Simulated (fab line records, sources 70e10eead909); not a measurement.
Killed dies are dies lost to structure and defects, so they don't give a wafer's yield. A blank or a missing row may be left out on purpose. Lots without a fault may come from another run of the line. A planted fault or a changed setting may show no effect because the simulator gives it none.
Chamber matching | flow nand_harc | NHARC_A_STAIRCASE_DEP_151 on pecvd-03: 3 sister chambers
The step deposits SiO2, target thk 7200 nm. 3 wafers are shown with their chamber, then 9 later ones without.

WAFERS WITH THEIR CHAMBER
wafer  | chamber | heater_power_w (W)
L086.4 | 0       | 612
L087.4 | 1       | 577
L087.6 | 2       | 623

WAFERS WITHOUT THEIR CHAMBER
wafer  | heater_power_w (W)
L091.3 | 719
L091.4 | 685
L091.6 | 593
L093.4 | 571
L093.5 | 659
L093.6 | 676
L095.2 | 767
L095.5 | 593
L095.6 | 644

WHICH CHAMBER EACH WENT THROUGH
wafer  | from the rows above          | in truth
L091.3 | can't be placed: 2 or 0 or 1 | 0
L091.4 | can't be placed: 2 or 0 or 1 | 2
L091.6 | can't be placed: 1 or 0 or 2 | 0
L093.4 | can't be placed: 1 or 0 or 2 | 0
L093.5 | can't be placed: 2 or 0 or 1 | 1
L093.6 | can't be placed: 2 or 0 or 1 | 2
L095.2 | can't be placed: 2 or 0 or 1 | 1
L095.5 | can't be placed: 1 or 0 or 2 | 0
L095.6 | can't be placed: 2 or 0 or 1 | 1
Placed correctly: 0 of 9. Can't be placed from these rows: 9 (the true chamber is among the candidates in 9). Placed wrongly: 0.
How it was worked out, from the rows above alone: a wafer's distance from a chamber is the root of the sum, over the readings, of the square of ((its reading less the chamber's mean) divided by the reading's scatter). The wafer belongs to the nearest chamber; if the next one is less than 2 further off, it can't be placed. A chamber's mean is the mean of its shown wafers. The scatter: with one shown wafer a chamber, the root of the mean of the squares of how far each hidden wafer lies from its nearest shown one.
